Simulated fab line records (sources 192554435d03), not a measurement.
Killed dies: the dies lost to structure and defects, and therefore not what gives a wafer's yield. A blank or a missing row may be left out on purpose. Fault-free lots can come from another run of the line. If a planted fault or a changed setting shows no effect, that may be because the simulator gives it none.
fab line records	flow n5-finfet
record: lots: 4	wafers: 11	last-day: 19
route steps=1938 shown BEOL_M12@1631 BEOL_M13@1659 PASSIVATION@1936
lots untouched by any fault: they come from a run of this same line in which no faults occurred
start-h: start of the lot's first displayed wafer, in hours after the record's first day	wait-h: hours elapsed since this lot's preceding step	" same as the row above	L1.1+2: a single row standing in for several wafers	- value missing, or start not given	* or withheld: withheld	< > ~ a bound
route shown NAME@n: NAME is a module with steps in the file, n the number in the route of the first one	usual: mean/standard deviation taken from wafers without a fault	same: alike in all rows	chamber/n: place in a boat	sites: per-site readings	_std_site: standard deviation across them	_edge_site: inner sites' mean taken away from outer sites' mean	radius-mm: how far each site lies from the wafer's centre	mask NAME#n: copy n	behind: tool/chamber where the wafer was last shaped	hold: cause of the lot's hold/its duration in hours/its outcome	device: which transistor (n, p or np) failed to switch	end of line: tests run on the same wafers once the route is complete	step lacking rows: just its recipe	killed: dies lost to structure and defects at the first sort, not the wafer's yield	map: per-die view of a wafer (x killed, . not killed, _ where there is no die)
set.NAME: setting as actually run; set.NAME@STEP: the setting as run at that earlier step	model.NAME: the simulator's own value behind a step, which no gauge read
lots at some steps of the route; a table a step, a row a wafer
services: from which hour (start-h, from the record's first day; less than 0 if before it) a tool's chamber was out of use, for how many hours, and why
== steps ==
step: N5_BEOL_M12_HARDBAKE_32
recipe: temp-c: 130	time-s: 120
step: N5_BEOL_M12_DESCUM_33
recipe: chemistry: O2	time-s: 7.9	source-power-w: 50	bias-power-w: 20	pressure-mtorr: 20	rf-frequency-hz: 2.712e+07	temp-c: 40	o2-flow-sccm: 225
step: N5_BEOL_M12_ETCH_67
recipe: chemistry: CF4	target: SiARC	target-depth-a: 1430	time-s: 238.3	ion-energy-ev: 80	pressure-mtorr: 40	source-w: 545	bias-w: 36	Ar_flow_sccm: 100	cf4-flow-sccm: 100	ends: cleared
step: N5_BEOL_M12_ETCH_68
recipe: chemistry: N2/H2	target: SOC	mask-material: SiARC	source-w: 3000	bias-w: 350	temp-c: 40	time-s: 285	ion-energy-ev: 200	pressure-mtorr: 30	n2-flow-sccm: 200	h2-flow-sccm: 200
step: N5_BEOL_M12_STRIP_69
recipe: chemistry: N2/H2	temp-c: 40	n2-flow-sccm: 200	h2-flow-sccm: 200	rf-frequency-hz: 6e+07
step: N5_BEOL_M12_TRENCH_ETCH_34
recipe: chemistry: C4F8/O2/Ar	target: SiOC	target-depth-a: 3189.5	mask-material: SOC	pressure-mtorr: 30	source-w: 3000	bias-w: 700	Ar_flow_sccm: 400	C4F8_flow_sccm: 15	O2_flow_sccm: 8	he-inner-torr: 15	he-outer-torr: 30	time-s: 125.5	ion-energy-ev: 250
step: N5_BEOL_M12_STRIP_70
recipe: chemistry: C4F8/O2/Ar	resist: SiARC	rf-frequency-hz: 6e+07
step: N5_BEOL_M12_STRIP_37
recipe: chemistry: N2/H2	power-w: 1000	temp-c: 250	h2-frac: 0.65	overash-fraction: 0.3	pressure-mtorr: withheld	n2-flow-sccm: 1750	h2-flow-sccm: 3250
step: N5_BEOL_M12_ETCH_38
recipe: chemistry: CF4/N2	target: SiCN	target-depth-a: 687	taper-deg: 2	time-s: 73.4	ion-energy-ev: 150	mask-material: SiO2	pressure-mtorr: 40	source-w: 430	bias-w: 70	Ar_flow_sccm: 100	cf4-flow-sccm: 60	n2-flow-sccm: 60
usual: drypump-motor-current-A: 5.5/0.41	oes-product-au: 0.78/0.082	rf-vpp-V: 382.4/2	showerhead-plenum-p-Torr: 2.22/0.076	throttle-valve-pct: 15.45/0.2
lot.wafer	tool	chamber	start-h	wait-h	drypump-motor-current-A	oes-product-au	rf-hours-counter-h	rf-vpp-V	showerhead-plenum-p-Torr	throttle-valve-pct
L590.2	rie-diel-04	0	310.03	-	5.5	0.92	37	386.1	2.33	15.08
L590.4	"	3	"	"	5.7	0.69	-	383.2	2.26	15.60
L589.1	rie-diel-01	2	318.35	-	5.6	0.76	137	381.9	2.19	15.32
L589.2	"	1	"	"	5.7	0.75	144	380.2	2.12	15.32
L589.6	"	2	"	"	5.7	0.76	-	382.3	2.19	15.32
L595.1	rie-diel-04	3	359.12	-	5.7	0.96	9	384.7	2.26	15.16
L595.2	"	1	"	"	5.8	0.73	177	381.8	2.21	15.51
L595.3	"	0	"	"	5.6	0.89	56	386.4	2.32	15.11
L596.2	rie-diel-04	3	374.94	-	5.6	0.93	14	383.7	2.26	15.17
L596.5	"	1	"	"	5.8	0.72	-	382.0	2.21	15.51
L596.6	"	0	"	"	5.6	0.88	-	384.2	2.32	15.12
step: N5_BEOL_M12_PRECLEAN_39
recipe: chemistry: residue-remover	time-s: 60	temp-c: 40
step: N5_BEOL_M12_SRD_40
recipe: time-s: 30	temp-c: 23	rinse-liquid: diw	dry: n2-spin	spin-rpm: 1500	dry-time-s: 30
step: N5_BEOL_M12_DEGAS_41
recipe: ambient: vacuum	temp-c: 250	time-s: 60
step: N5_BEOL_M12_PRE_CLEAN_42
recipe: gas: H2/He	time-s: 30	temp-c: 250
step: N5_BEOL_M12_SPUTTER_43
recipe: material: TaN	target-thk-a: 150	temp-c: 50	bias-v: 168.6	power-w: 15000	chamber-pressure-pa: 0.12	time-s: 24.19
step: N5_BEOL_M12_SPUTTER_44
recipe: material: Ta	target-thk-a: 100	temp-c: 50	bias-v: 80	power-w: 15000	chamber-pressure-pa: 0.07	time-s: 16.13
step: N5_BEOL_M12_SPUTTER_45
recipe: material: Cu	target-thk-a: 800	temp-c: -20	bias-v: 60	power-w: 26000	chamber-pressure-pa: 0.13	time-s: 13.33
step: N5_BEOL_M12_ECD_47
recipe: material: Cu	target-thk-a: 7200
step: N5_BEOL_M12_ANNEAL_48
recipe: temp-c: 225	time-s: 90	ambient: N2
step: N5_BEOL_M12_CMP_49
recipe: stop-on: SiOC	t-overpolish-s: 20.6	down-force-psi: 1	platen-rpm: 50	clearing-platen-down-force-psi: 1.5	clearing-platen-rpm: 50	post-cmp-clean: cu-alkaline	target-thk-nm: 320	clearing-platen-pad-velocity-m-s: 0.99484	pad-velocity-m-s: 0.99484
step: N5_BEOL_M12_PRE_CLEAN_52
recipe: gas: NH3	time-s: 15	temp-c: withheld	rf-power-w: 300
step: N5_BEOL_M12_DEP_53
recipe: material: SiCN	target-thk-a: 300	temp-c: withheld	precursor: 3MS/NH3	pressure-torr: 3	rf-w: 675	time-s: 10.5
step: N5_BEOL_M13_ILD_DEP_00
recipe: material: SiOC	target-thk-a: 8379.2	temp-c: 350	precursor: DEMS/O2	pressure-torr: 5	rf-w: 500	time-s: 166.4
step: N5_BEOL_M13_COAT_58
recipe: resist: BARC	temp-c: 205	time-s: 60	spin-rpm: 1500	resist-thk-nm: 89
step: N5_BEOL_M13_COAT_04
recipe: spin-rpm: 1625	resist-thk-nm: 400
step: N5_BEOL_M13_EBR_06
recipe: solvent: PGMEA	ebr-width-mm: 1.5
step: N5_BEOL_M13_SOFTBAKE_05
recipe: temp-c: 130	time-s: 60
step: N5_BEOL_M13_EXPOSE_07
recipe: mask-id: V12	na: 0.93	source-shape: conventional	sigma-outer: 0.6	polarization: unpolarized	attpsm-phase-deg: 180	dose-mj: 24.8
step: N5_BEOL_M13_PEB_08
recipe: peb-temp-c: 130	peb-time-s: 90
step: N5_BEOL_M13_DEVELOP_09
recipe: develop-time-s: 45	rinse-liquid: diw	dry: air-spin	dev-temp-c: 21
step: N5_BEOL_M13_HARDBAKE_14
recipe: temp-c: 130	time-s: 120
step: N5_BEOL_M13_DESCUM_15
recipe: chemistry: O2	time-s: 7.9	source-power-w: 50	bias-power-w: 20	pressure-mtorr: 20	rf-frequency-hz: 2.712e+07	temp-c: 40	o2-flow-sccm: 225
step: N5_PASSIVATION_PROBE_49
usual: defect-limited-yield: 91.1/1.4	killed_at_M0_to_M3: 34/11	killed_at_M4_up: 14/5.6	killed-at-contacts: 13/5.9	killed-at-front-end: 40/11	killed-at-other: 4/3.1	killed-dies: 105/16	killed-open: 68/11	killed-short: 34/8.4	sort_bin_5_function: 5.2/0.86	sort_bin_6_memory: 3.2/0.7	sort_bin_8_speed: 0.1/1.1	sort-n-pass: 1074/21	sort-yield-pct: 91.0/1.8
same: gross-dies: 1180	killed-at-back-side: 0	sort_bin_4_leakage[%]: 0
lot.wafer	tool	chamber	start-h	wait-h	defect-limited-yield[%]	killed_at_M0_to_M3	killed_at_M4_up	killed-at-contacts	killed-at-front-end	killed-at-other	killed-dies	killed-open	killed-short	sort_bin_5_function[%]	sort_bin_6_memory[%]	sort_bin_8_speed[%]	sort-n-pass	sort-yield-pct[%]
L595.1	prober-01	-	402.73	0.0	84.8	31	94	13	37	4	179	71	27	8.8	3.8	0	1001	84.8
L595.2	prober-01	-	402.78	0.1	84.7	23	115	8	24	10	180	40	31	9.3	3.5	0	1000	84.7
L595.3	prober-01	-	402.83	0.1	80.7	32	151	5	34	6	228	60	33	12.2	4.3	12.1	809	68.6
L596.2	prober-02	-	464.43	0.1	85.0	31	95	9	37	5	177	67	27	7.9	3.4	0	1003	85.0
L596.5	prober-02	-	464.58	0.2	82.4	36	121	3	45	3	208	71	29	11.6	3.6	0	972	82.4
L596.6	prober-02	-	464.63	0.3	79.6	41	157	7	34	2	241	68	27	12.1	5.0	0	939	79.6
killed by level:class
L595.1 BEOL_M12:unspecified=80 FIN_SAQP:geometric-particle:open=12 MOL_CONTACT_COAG:geometric-particle:open=11 BEOL_M0_SAQP:geometric-particle:open=10 FIN_SAQP:geometric-particle:short=6 BEOL_M0_SAQP:geometric-particle:short=6 BEOL_M1:geometric-particle:open=6 BEOL_M7:geometric-particle:open=5
L595.2 BEOL_M12:unspecified=109 BEOL_M0_SAQP:geometric-particle:short=8 FIN_SAQP:geometric-particle:short=7 BEOL_M0_SAQP:geometric-particle:open=7 MOL_CONTACT_COAG:geometric-particle:open=6 FIN_SAQP:geometric-particle:open=5 MIM_TOP_ETCH:geometric-particle:short=4 DUMMY_GATE:geometric-particle:open=4
L595.3 BEOL_M12:unspecified=135 FIN_SAQP:geometric-particle:short=14 BEOL_M1:geometric-particle:open=9 BEOL_M0_SAQP:geometric-particle:open=8 BEOL_M0_SAQP:geometric-particle:short=7 FIN_SAQP:geometric-particle:open=6 BEOL_M4:geometric-particle:open=6 BEOL_M7:geometric-particle:open=6
L596.2 BEOL_M12:unspecified=78 BEOL_M2:geometric-particle:open=9 MOL_CONTACT_COAG:geometric-particle:open=8 BEOL_M3:geometric-particle:open=8 FIN_SAQP:geometric-particle:open=7 DUMMY_GATE:geometric-particle:open=5 BEOL_M2:geometric-particle:short=5 BEOL_M4:geometric-particle:open=5
L596.5 BEOL_M12:unspecified=108 BEOL_M3:geometric-particle:open=11 FIN_SAQP:geometric-particle:open=9 STI_FIN_REVEAL:geometric-particle:open=9 DUMMY_GATE:geometric-particle:open=7 BEOL_M0_SAQP:geometric-particle:open=7 BEOL_M4:geometric-particle:open=6 BEOL_M0_SAQP:geometric-particle:short=5
L596.6 BEOL_M12:unspecified=142 BEOL_M0_SAQP:geometric-particle:open=11 FIN_SAQP:geometric-particle:open=8 BEOL_M3:geometric-particle:open=8 STI_FIN_REVEAL:geometric-particle:open=6 MOL_CONTACT_COAG:geometric-particle:open=6 BEOL_M0_SAQP:geometric-particle:short=6 BEOL_M2:geometric-particle:open=5
map L595.3 (x killed, . not)
_________________......x.....________________
______________..........x......._____________
___________.x.....x........x.......__________
__________.........................._________
________.x............x...........x..._______
_______............................x..x______
______.x....x...............x......x...._____
_____....x.............x.....x........x..____
____....x.x....x..x..............x........___
___....x....x.....x............x..........x__
___.......x.....x......x....x.x...x..x.....__
__..............x.x...x........x............_
__.................x.......................x_
_......................................x.....
_...x..........x..x...x......................
_..x.........................x......x.......x
_.x.................x.......x....x.......x...
_..................x...x.....x..............x
_.........x.xxx.................x........x...
_.x.....x..x.x..xx................xx....x....
_.........xxxxxxxx.x...............x.........
__....x.xxxxxxxxxxxx..x..x.................._
__....x.xxxxxxxxxxxxxx....x........x........_
___....xxxxxxxxxxxxxxx..........x..x.......__
___.....xxxxxxxxxxxxxx..x................x.__
____...xxxxxxxxxxxxxx...........x.x.......___
_____..x.xxxxxxxxxxxx....x..........x....____
______x..xxxxxxxxxxx.x........x........._____
_______x.xxxxxxxxxxxx........x..x......______
________.....xx.xx...x...x..x........._______
__________.x..x....................x_________
___________.x....x...x...........x.__________
______________.........x..x....x_____________
_________________xx..........________________
map L596.6 (x killed, . not)
_________________............________________
______________..x..........x...._____________
___________x...........xx......x...__________
__________........................x._________
________...x...x...x...x.....x......x._______
_______..x.x.........x.................______
______................................x._____
_____........x.................xx.x......____
____.......x.....x........................___
___.x..x..x.....................x..........__
___.........x.......x.....x...x..x...x.x...__
__.......x...........x....x..........x......_
__.............x.......................x...._
_...............x.............x.....x........
_...x........................................
_.....................x...............x......
_..........x.x....x.x......x............x....
_.x.xx..............x...x....xx.x.....x......
_.....xx....xxx.x.x..........................
_x.........xxxxx.xxx............x.x...xx.....
_........xxxxxxxxxxx.....x....x.........x....
__......xxxxxxxxxxxx.x......................_
__...x.xx.xxxxxxxxxxx.........x........x...._
___...xxxxxxxxxxxxxxx....x.................__
___.x....xxxxxxxxxxxxxx..............x.....__
____...x.xxxxxxxxxxxxx.xx.................___
_____...xxxxxxxxxxxxxx.......x...........____
______.x..xxxxxxxxxxxx.x........x......._____
_______xxxxxxxxxxx.xx.......x....x.....______
________x.xxxxxxxxx.............xx.x.._______
__________x.xxx...x................._________
___________.....x....x.....x....x..__________
______________..............x..._____________
_________________......x.....________________
== services ==
tool	chamber	start-h	hours	kind
rie-diel-04	1	304.65	10.7	repair
rie-diel-04	3	315.41	-	clean
rie-diel-04	3	315.41	-	consumable-replace:focus-ring
rie-diel-04	3	315.41	16.5	scheduled-down
rie-diel-04	3	315.41	16.5	vent-cycle
rie-diel-04	-	344.56	3.4	repair
rie-diel-04	0	361.76	5.4	repair
rie-diel-04	2	370.83	6.1	repair
== key ==
first-sign: step: N5_PASSIVATION_PROBE_49	reading: killed_at_M4_up	direction: up	sigmas: 19	usual: 14	struck: 122
effect: step: N5_PASSIVATION_PROBE_49	reading: defect-limited-yield	direction: down	sigmas: 6	usual: 91.1	struck: 82.9
more-kills-born-at: N5_BEOL_M12_ETCH_38@rie-diel-04: 652
met-at N5_BEOL_M12_ETCH_38
struck-wafers L595.1,L595.2,L595.3,L596.2,L596.5,L596.6
onset-between 310.03 359.12
also-fits time
fault: kind: chamber-particle-source	tool: rie-diel-04	chamber: -	onset-h: 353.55	steps: N5_BEOL_M12_ETCH_38	rate-per-visit-cm2: 1.2626	end-h: 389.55
